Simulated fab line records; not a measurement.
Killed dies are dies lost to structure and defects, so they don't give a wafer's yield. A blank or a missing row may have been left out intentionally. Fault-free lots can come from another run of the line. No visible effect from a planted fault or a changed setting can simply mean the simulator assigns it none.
Matching of chambers || flow nandHarc || NHARC_P_GATE_ETCH_104 on rieDiel-07 has 4 sister chambers
The step etches the open film in CF4/CHF3, target depth 60 nm. 14 wafers are shown with their chamber, then 7 later ones without.

== WAFERS, EACH WITH ITS CHAMBER ==
{"wafer": "L231.4", "chamber": 2, "drypumpMotorCurrentA (A)": 6.04, "showerheadPlenumPTorr (Torr)": 1.51, "rfVppV (V)": 370.0}
{"wafer": "L231.5", "chamber": 0, "drypumpMotorCurrentA (A)": 6.23, "showerheadPlenumPTorr (Torr)": 1.48, "rfVppV (V)": 365.9}
{"wafer": "L231.6", "chamber": 3, "drypumpMotorCurrentA (A)": 5.70, "showerheadPlenumPTorr (Torr)": 1.63, "rfVppV (V)": 372.7}
{"wafer": "L232.2", "chamber": 1, "drypumpMotorCurrentA (A)": 5.60, "showerheadPlenumPTorr (Torr)": 1.50, "rfVppV (V)": 368.1}
{"wafer": "L232.4", "chamber": 0, "drypumpMotorCurrentA (A)": 6.26, "showerheadPlenumPTorr (Torr)": 1.47, "rfVppV (V)": 367.6}
{"wafer": "L232.6", "chamber": 2, "drypumpMotorCurrentA (A)": 6.04, "showerheadPlenumPTorr (Torr)": 1.51, "rfVppV (V)": 370.1}
{"wafer": "L236.1", "chamber": 2, "drypumpMotorCurrentA (A)": 6.02, "showerheadPlenumPTorr (Torr)": 1.51, "rfVppV (V)": 368.4}
{"wafer": "L236.3", "chamber": 3, "drypumpMotorCurrentA (A)": 5.69, "showerheadPlenumPTorr (Torr)": 1.62, "rfVppV (V)": 371.9}
{"wafer": "L236.6", "chamber": 2, "drypumpMotorCurrentA (A)": 6.04, "showerheadPlenumPTorr (Torr)": 1.51, "rfVppV (V)": 368.8}
{"wafer": "L239.1", "chamber": 2, "drypumpMotorCurrentA (A)": 6.03, "showerheadPlenumPTorr (Torr)": 1.51, "rfVppV (V)": 367.2}
{"wafer": "L239.5", "chamber": 3, "drypumpMotorCurrentA (A)": 5.68, "showerheadPlenumPTorr (Torr)": 1.62, "rfVppV (V)": 373.0}
{"wafer": "L239.6", "chamber": 2, "drypumpMotorCurrentA (A)": 6.04, "showerheadPlenumPTorr (Torr)": 1.51, "rfVppV (V)": 369.6}
{"wafer": "L249.2", "chamber": 2, "drypumpMotorCurrentA (A)": 6.03, "showerheadPlenumPTorr (Torr)": 1.50, "rfVppV (V)": 368.6}
{"wafer": "L249.3", "chamber": 3, "drypumpMotorCurrentA (A)": 5.67, "showerheadPlenumPTorr (Torr)": 1.62, "rfVppV (V)": 372.3}

SIGNATURES, as means of the wafers listed above
{"reading": "drypumpMotorCurrentA", "chamber 0": 6.2450, "chamber 1": 5.6000, "chamber 2": 6.0343, "chamber 3": 5.6850, "scatter within a chamber": 0.0115}
{"reading": "showerheadPlenumPTorr", "chamber 0": 1.4750, "chamber 1": 1.5000, "chamber 2": 1.5086, "chamber 3": 1.6225, "scatter within a chamber": 0.00459}
{"reading": "rfVppV", "chamber 0": 366.750, "chamber 1": 368.100, "chamber 2": 368.957, "chamber 3": 372.475, "scatter within a chamber": 0.921}
Rule: for each reading, subtract the chamber's mean from the wafer's reading, divide by that reading's scatter and square the result; add these up over the readings and take the root, which gives the wafer's distance from the chamber. The wafer belongs to the nearest chamber; if the next one is less than 2 further off, it can't be placed. The scatter is the square root of a quotient: the sum, over the shown wafers, of each reading's squared deviation from its chamber's mean, divided by wafers minus chambers.

== WAFERS WITH NO CHAMBER GIVEN ==
{"wafer": "L249.6", "drypumpMotorCurrentA (A)": 5.70, "showerheadPlenumPTorr (Torr)": 1.62, "rfVppV (V)": 372.9}
{"wafer": "L251.2", "drypumpMotorCurrentA (A)": 6.30, "showerheadPlenumPTorr (Torr)": 1.46, "rfVppV (V)": 366.6}
{"wafer": "L251.3", "drypumpMotorCurrentA (A)": 6.05, "showerheadPlenumPTorr (Torr)": 1.50, "rfVppV (V)": 368.4}
{"wafer": "L251.4", "drypumpMotorCurrentA (A)": 5.61, "showerheadPlenumPTorr (Torr)": 1.49, "rfVppV (V)": 368.3}
{"wafer": "L252.1", "drypumpMotorCurrentA (A)": 6.05, "showerheadPlenumPTorr (Torr)": 1.50, "rfVppV (V)": 368.2}
{"wafer": "L252.2", "drypumpMotorCurrentA (A)": 5.59, "showerheadPlenumPTorr (Torr)": 1.49, "rfVppV (V)": 366.7}
{"wafer": "L252.3", "drypumpMotorCurrentA (A)": 6.26, "showerheadPlenumPTorr (Torr)": 1.46, "rfVppV (V)": 368.1}

== THE CHAMBER EACH PASSED THROUGH ==
{"wafer": "L249.6", "from the rows above": 3, "in truth": 3}
{"wafer": "L251.2", "from the rows above": 0, "in truth": 0}
{"wafer": "L251.3", "from the rows above": 2, "in truth": 2}
{"wafer": "L251.4", "from the rows above": 1, "in truth": 1}
{"wafer": "L252.1", "from the rows above": 2, "in truth": 2}
{"wafer": "L252.2", "from the rows above": 1, "in truth": 1}
{"wafer": "L252.3", "from the rows above": 0, "in truth": 0}
Correct placement for 7 of the 7. Can't be placed from these rows: 0. 0 placed wrongly.
